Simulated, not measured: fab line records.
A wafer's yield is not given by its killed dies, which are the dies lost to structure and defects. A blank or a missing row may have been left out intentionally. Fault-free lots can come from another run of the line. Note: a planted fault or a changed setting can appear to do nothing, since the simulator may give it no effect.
Matching of chambers	flow n5Finfet	N5_SD_EPI_N_ETCH_35 on rieDiel-01 has 4 sister chambers
The step etches SOC in N2/H2, overetch 108 nm, time 486 s. 30 wafers are shown with their chamber, then 12 later ones without.

## EACH WAFER AND ITS CHAMBER
wafer	chamber	drypumpMotorCurrentA (A)	showerheadPlenumPTorr (Torr)	oesProductAu (a.u.)
L074.4	2	4.8	2.55	0.68
L074.5	1	6.1	2.58	0.76
L074.6	2	4.8	2.55	0.68
L075.2	2	4.8	2.54	0.68
L075.3	0	5.6	2.64	0.64
L075.4	3	5.2	2.53	0.68
L076.2	1	6.1	2.58	0.75
L076.4	2	4.8	2.54	0.67
L076.6	3	5.3	2.53	0.67
L078.3	1	6.1	2.58	0.74
L078.4	2	4.8	2.54	0.68
L078.5	3	5.3	2.53	0.66
L083.2	2	4.8	2.54	0.66
L083.4	1	6.1	2.57	0.75
L083.5	1	6.1	2.57	0.73
L082.1	3	5.2	2.52	0.66
L082.4	2	4.8	2.54	0.67
L082.6	1	6.1	2.57	0.74
L086.4	1	6.1	2.57	0.73
L086.5	2	4.8	2.54	0.67
L086.6	1	6.1	2.57	0.74
L088.1	0	5.6	2.62	0.62
L088.2	1	6.1	2.57	0.74
L088.6	0	5.6	2.62	0.63
L089.1	3	5.2	2.52	0.66
L089.3	2	4.8	2.53	0.66
L089.5	3	5.3	2.52	0.65
L091.1	2	4.8	2.53	0.66
L091.5	3	5.2	2.52	0.65
L091.6	2	4.8	2.53	0.65

SIGNATURES (averages over the wafers above)
reading	chamber 0	chamber 1	chamber 2	chamber 3	scatter within a chamber
drypumpMotorCurrentA	5.600	6.100	4.800	5.243	0.0257
showerheadPlenumPTorr	2.6267	2.5733	2.5391	2.5243	0.00659
oesProductAu	0.6300	0.7422	0.6691	0.6614	0.0103
Rule: a wafer's distance from a chamber is the root of the sum, over the readings, of the square of ((its reading less the chamber's mean) divided by the reading's scatter). The wafer belongs to the nearest chamber; if the next one is less than 2 further off, it can't be placed. The scatter: the root of (the sum of the squares of (reading less its chamber's mean) over the shown wafers, divided by (wafers less chambers)).

## WAFERS WITHOUT THEIR CHAMBER
wafer	drypumpMotorCurrentA (A)	showerheadPlenumPTorr (Torr)	oesProductAu (a.u.)
L094.1	5.6	2.62	0.62
L094.2	4.8	2.53	0.65
L094.5	4.8	2.53	0.65
L095.3	4.8	2.53	0.64
L095.5	5.2	2.51	0.65
L095.6	5.6	2.62	0.62
L096.1	6.1	2.56	0.71
L096.3	5.2	2.51	0.65
L096.5	5.6	2.61	0.61
L097.2	4.8	2.53	0.64
L097.3	5.6	2.61	0.61
L097.4	5.2	2.51	0.65

## WHICH CHAMBER EACH ONE RAN IN
wafer	from the rows above	in truth
L094.1	0	0
L094.2	2	2
L094.5	2	2
L095.3	2	2
L095.5	3	3
L095.6	0	0
L096.1	1	1
L096.3	3	3
L096.5	0	0
L097.2	2	2
L097.3	0	0
L097.4	3	3
Correct placement for 12 of the 12. From these rows, 0 cannot be placed. 0 placed wrongly.
